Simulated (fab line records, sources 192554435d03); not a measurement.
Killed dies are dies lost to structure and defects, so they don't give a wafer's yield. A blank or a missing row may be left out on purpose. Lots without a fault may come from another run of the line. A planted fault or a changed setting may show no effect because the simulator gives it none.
Which tool did it? | flow n5_finfet | 8 lots, 24 wafers sampled, at 6 steps of a route of 1938

WHAT THE GAUGES READ, wafer by wafer
N5_BEOL_M1_CD_MEAS_18: pitch 36 nm, target cd 18 nm. Usual: cd_nm 17.9 nm, standard deviation 0.31.
lot  | measured     | on        | cd_nm (nm)     | flag
L281 | day 6 09:49  | cd_sem-01 | 17.3 17.6 17.4 |
L290 | day 8 15:26  | cd_sem-01 | 17.3 17.6 17.9 |
L291 | day 9 08:54  | cd_sem-03 | 17.2 17.8 18.1 |
L294 | day 9 20:48  | cd_sem-03 | 17.6 18.6 18.4 |
L295 | day 10 02:30 | cd_sem-02 | 17.8 18.1 17.8 |
L297 | day 10 08:00 | cd_sem-03 | 17.5 18.0 17.9 |
L299 | day 11 05:09 | cd_sem-01 | 18.2 17.8 18.2 |
L303 | day 12 01:07 | cd_sem-02 | 17.7 17.9 18.0 |

N5_BEOL_M1_OCD_MEAS_38. Usual: trench_depth_nm 55.0 nm, standard deviation 1.
lot  | measured     | on     | trench_depth_nm (nm) | flag
L281 | day 6 12:02  | ocd-01 | 54.1 53.8 54.2       |
L290 | day 8 18:31  | ocd-02 | 55.2 55.4 53.0       |
L291 | day 9 12:17  | ocd-02 | 55.7 53.6 55.8       |
L294 | day 10 01:24 | ocd-01 | 55.0 54.9 55.0       |
L295 | day 10 03:58 | ocd-01 | 55.7 54.3 54.1       |
L297 | day 10 09:35 | ocd-01 | 66.7 55.1 54.0       | OFF
L299 | day 11 07:53 | ocd-01 | 55.5 56.8 55.6       |
L303 | day 12 02:56 | ocd-02 | 55.4 53.7 53.7       |

N5_BEOL_M4_RC_MEAS_101. Usual: DIBL_N 36.2 mV/V, standard deviation 1.7; DIBL_P 36.6 mV/V, standard deviation 1.9; IOFF_N 0.16 nA/um, standard deviation 0.032; IOFF_P 0.21 nA/um, standard deviation 0.037; ION_N 675 uA/um, standard deviation 12; ION_P 460 uA/um, standard deviation 8.1; SS_N 71.4 mV/dec, standard deviation 0.58; SS_P 73.4 mV/dec, standard deviation 0.64; VT_N 249 mV, standard deviation 3.2; VT_P -252 mV, standard deviation 3.4.
lot  | measured     | on        | DIBL_N (mV/V)  | DIBL_P (mV/V)  | IOFF_N (nA/um) | IOFF_P (nA/um) | ION_N (uA/um) | ION_P (uA/um) | SS_N (mV/dec)  | SS_P (mV/dec)  | VT_N (mV)   | VT_P (mV)      | flag
L281 | day 8 01:22  | prober-02 | 36.7 36.4 33.9 | 37.2 37.7 34.4 | 0.17 0.16 0.13 | 0.23 0.23 0.18 | 665 687 668   | 465 468 465   | 71.8 72.2 71.1 | 73.2 73.8 72.9 | 250 250 252 | -248 -247 -250 |
L290 | day 10 10:41 | prober-02 | 38.8 34.4 37.4 | 41.1 35.3 38.8 | 0.20 0.12 0.18 | 0.27 0.17 0.23 | 688 658 693   | 473 454 465   | 71.6 70.9 71.7 | 74.6 72.6 73.9 | 245 252 247 | -250 -256 -253 |
L291 | day 11 02:49 | prober-01 | 34.7 34.1 33.1 | 35.4 35.4 34.1 | 0.14 0.14 0.11 | 0.20 0.21 0.18 | 669 676 649   | 461 460 456   | 70.6 70.5 70.7 | 72.9 72.9 73.4 | 253 250 256 | -251 -247 -251 |
L294 | day 11 07:01 | prober-02 | 38.6 34.5 37.6 | 41.4 36.3 40.2 | 0.21 0.13 0.18 | 0.26 0.18 0.23 | 679 668 681   | 467 460 464   | 72.2 71.0 71.9 | 74.4 72.3 73.9 | 246 253 247 | -249 -252 -254 |
L295 | day 11 09:05 | prober-01 | 35.3 33.8 33.4 | 37.0 34.9 34.9 | 0.17 0.14 0.13 | 0.18 0.15 0.15 | 685 671 654   | 454 444 442   | 71.2 71.3 70.9 | 73.0 73.1 72.6 | 249 250 250 | -258 -260 -259 |
L297 | day 12 00:05 | prober-02 | 37.1 35.6 34.8 | 37.9 35.9 34.4 | 0.17 0.15 0.13 | 0.21 0.17 0.16 | 678 657 667   | 463 450 454   | 71.4 71.7 71.3 | 73.3 73.1 72.4 | 248 248 251 | -251 -254 -255 |
L299 | day 12 18:07 | prober-02 | 36.1 34.3 35.9 | 38.3 35.7 37.9 | 0.17 0.14 0.17 | 0.23 0.19 0.22 | 681 670 683   | 468 466 465   | 71.4 70.0 70.7 | 73.1 73.2 73.0 | 244 251 248 | -250 -252 -250 |
L303 | day 13 08:45 | prober-02 | 37.0 35.7 37.2 | 35.9 34.2 37.3 | 0.16 0.13 0.17 | 0.21 0.19 0.23 | 680 666 684   | 465 460 469   | 71.2 69.8 71.0 | 72.9 72.2 73.9 | 249 254 249 | -253 -250 -247 |

WHICH TOOL RAN EACH LOT (tool, then ch and the chambers of the sampled wafers, then the start)
lot  | N5_BEOL_M1_HM_OPEN_17             | N5_BEOL_M1_ETCH_77                 | N5_BEOL_M1_TRENCH_ETCH_37
L281 | rie_metal-01 ch 0,1, day 6 09:38  | rie_diel-03 ch 0,3, day 6 10:46    | rie_diel-03 ch 1,3, day 6 11:53
L290 | rie_metal-03 ch 0,1, day 8 15:15  | rie_diel-03 ch 0,2,3, day 8 16:02  | rie_diel-02 ch 1,2,3, day 8 18:21
L291 | rie_metal-01 ch 0,1, day 9 08:44  | rie_diel-02 ch 0,1,3, day 9 09:22  | rie_diel-02 ch 2,3, day 9 12:08
L294 | rie_metal-01 ch 0,1, day 9 20:39  | rie_diel-03 ch 1,3, day 9 21:17    | rie_diel-03 ch 1,2, day 10 01:14
L295 | rie_metal-01 ch 0,1, day 10 02:19 | rie_diel-01 ch 2,3, day 10 03:18   | rie_diel-01 ch 1,2,3, day 10 03:48
L297 | rie_metal-01 ch 0,1, day 10 07:51 | rie_diel-03 ch 1,3, day 10 08:59   | rie_diel-02 ch 0,2,3, day 10 09:26
L299 | rie_metal-02 ch 0,1, day 11 04:58 | rie_diel-01 ch 0,2,3, day 11 05:46 | rie_diel-01 ch 0,1, day 11 07:44
L303 | rie_metal-01 ch 0,1, day 12 00:40 | rie_diel-03 ch 0,2, day 12 01:35   | rie_diel-03 ch 0,2,3, day 12 02:47
- N5_BEOL_M1_HM_OPEN_17: chemistry Cl2/BCl3, target TiN, target depth 20 nm, overetch 6 nm.
- N5_BEOL_M1_ETCH_77: etches underlayer in N2/H2, target depth 6.5 nm, time 5.2 s.
- N5_BEOL_M1_TRENCH_ETCH_37: etches SiOC in C4F6/O2, target depth 55.207 nm, time 29 s.

WHAT THE TOOLS THEMSELVES READ (means of the sampled wafers that have a number; where no wafer has one, the mark that the record gives instead)
N5_BEOL_M1_HM_OPEN_17. Usual: drypump_motor_current_A 5.5 A, standard deviation 0.32; oes_product_au 0.65 a.u., standard deviation 0.099; throttle_valve_pct 22.27 %, standard deviation 0.19.
lot  | tool         | drypump_motor_current_A (A) | oes_product_au (a.u.) | throttle_valve_pct (%) | flag
L281 | rie_metal-01 | 5.3                         | 0.48                  | 22.45                  |
L290 | rie_metal-03 | 5.5                         | 0.58                  | 22.52                  |
L291 | rie_metal-01 | 5.4                         | 0.79                  | 21.99                  |
L294 | rie_metal-01 | 5.4                         | 0.80                  | 22.00                  |
L295 | rie_metal-01 | 5.3                         | 0.79                  | 22.06                  |
L297 | rie_metal-01 | 5.4                         | 0.78                  | 22.01                  |
L299 | rie_metal-02 | 5.3                         | 0.62                  | 22.29                  |
L303 | rie_metal-01 | 5.4                         | 0.76                  | 22.00                  |

N5_BEOL_M1_ETCH_77. Usual: drypump_motor_current_A 5.9 A, standard deviation 0.55; etch_rf_on_time_s 5.24 s, standard deviation 0.1; oes_product_au 0.65 a.u., standard deviation 0.067; rf_fwd_power_W 819.9 W, standard deviation 2.4; rf_vpp_V 525.1 V, standard deviation 2.1; showerhead_plenum_p_Torr 2.59 Torr, standard deviation 0.066; throttle_valve_pct 17.85 %, standard deviation 0.22.
lot  | tool        | drypump_motor_current_A (A) | etch_rf_on_time_s (s) | oes_product_au (a.u.) | rf_fwd_power_W (W) | rf_vpp_V (V) | showerhead_plenum_p_Torr (Torr) | throttle_valve_pct (%) | flag
L281 | rie_diel-03 | 6.5                         | 5.33                  | 0.64                  | 822.1              | 525.1        | 2.60                            | 18.02                  |
L290 | rie_diel-03 | 5.8                         | 5.31                  | 0.66                  | 820.3              | 524.0        | 2.56                            | 17.89                  |
L291 | rie_diel-02 | 5.5                         | 5.15                  | 0.68                  | 818.8              | 526.9        | 2.62                            | 17.67                  |
L294 | rie_diel-03 | 6.0                         | 5.27                  | 0.60                  | 819.6              | 526.9        | 2.64                            | 18.04                  |
L295 | rie_diel-01 | 6.1                         | 5.32                  | 0.61                  | 819.8              | 523.2        | 2.56                            | 17.80                  |
L297 | rie_diel-03 | 6.0                         | 5.24                  | 0.61                  | 821.8              | 525.9        | 2.63                            | 18.06                  |
L299 | rie_diel-01 | 5.9                         | 5.12                  | 0.66                  | 819.2              | 523.9        | 2.57                            | 17.78                  |
L303 | rie_diel-03 | 6.1                         | 5.37                  | 0.65                  | 820.9              | 522.4        | 2.53                            | 17.90                  |

N5_BEOL_M1_TRENCH_ETCH_37. Usual: C4F6_flow_sccm 10.000 sccm, standard deviation 0.029; drypump_motor_current_A 5.9 A, standard deviation 0.52; oes_f_703_au 0.77 a.u., standard deviation 0.083; oes_o_777_au 0.77 a.u., standard deviation 0.082; oes_product_au 0.77 a.u., standard deviation 0.084; rf_fwd_power_W 350.5 W, standard deviation 1.4; rf_vpp_V 662 V, standard deviation 16; showerhead_plenum_p_Torr 2.90 Torr, standard deviation 0.075; throttle_valve_pct 20.82 %, standard deviation 0.19.
lot  | tool        | C4F6_flow_sccm (sccm) | drypump_motor_current_A (A) | oes_f_703_au (a.u.) | oes_o_777_au (a.u.) | oes_product_au (a.u.) | rf_fwd_power_W (W) | rf_vpp_V (V) | showerhead_plenum_p_Torr (Torr) | throttle_valve_pct (%) | flag
L281 | rie_diel-03 | 9.982                 | 5.9                         | 0.72                | 0.72                | 0.72                  | 350.1              | 677          | 2.95                            | 20.95                  |
L290 | rie_diel-02 | 10.006                | 5.9                         | 0.83                | 0.83                | 0.81                  | 350.4              | 650          | 2.90                            | 20.71                  |
L291 | rie_diel-02 | 10.002                | 5.9                         | 0.89                | 0.89                | 0.88                  | 351.0              | 643          | 2.97                            | 20.73                  |
L294 | rie_diel-03 | 10.051                | 5.7                         | 0.75                | 0.75                | 0.78                  | 350.2              | 659          | 2.92                            | 20.98                  |
L295 | rie_diel-01 | 9.982                 | 6.0                         | 0.75                | 0.77                | 0.76                  | 349.3              | 683          | 2.92                            | 20.68                  |
L297 | rie_diel-02 | 9.973                 | 5.7                         | 0.95                | 0.93                | 0.80                  | 422.0              | 600          | 2.92                            | 20.87                  | OFF
L299 | rie_diel-01 | 10.005                | 5.9                         | 0.84                | 0.84                | 0.85                  | 351.1              | 678          | 2.96                            | 20.79                  |
L303 | rie_diel-03 | 10.028                | 5.8                         | 0.75                | 0.75                | 0.75                  | 350.1              | 665          | 2.86                            | 20.93                  |

THE ANSWER, worked out from the rows above alone
Rule: a lot is off if the mean of its wafers that have a number lies more than 3 standard deviations from the usual mean. A lot without any number at a reading at which 4 lots or more have one is off too. The other lots that the step has rows for count as sound. The gauges are gone through in route order, then the tools' own readings, and for those a lot's mean is taken as printed above. The first step at which some lot is off is used, and at that step the reading that is off furthest; a lot without a number counts as furthest.
Off: L297, at N5_BEOL_M1_OCD_MEAS_38 (trench_depth_nm).
A tool fits if, at a process step before that reading, it ran every lot that is off, and no sound lot after the first of them. The gauges at N5_BEOL_M1_OCD_MEAS_38 aren't tried: what is off there is off at N5_BEOL_M1_TRENCH_ETCH_37 too, on other tools, and a gauge's error can't cause that. One fits: rie_diel-02 at N5_BEOL_M1_TRENCH_ETCH_37. Its last sound lot is L291 (day 9 12:08), its first lot that is off L297 (day 10 09:26): a fault that began between those two fits.
The tool's own readings at N5_BEOL_M1_TRENCH_ETCH_37 bear it out: on the lots that are off they differ by more than 5 times the standard deviation of the sound lots' means. rf_fwd_power_W reads 422.0 W there against 350.3 W on the sound lots.

WHAT THE SIMULATOR HAD PUT IN
Process parameter drift: rie_diel-02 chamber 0, from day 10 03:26 on, at N5_BEOL_M1_TRENCH_ETCH_37. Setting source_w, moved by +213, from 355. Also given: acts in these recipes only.
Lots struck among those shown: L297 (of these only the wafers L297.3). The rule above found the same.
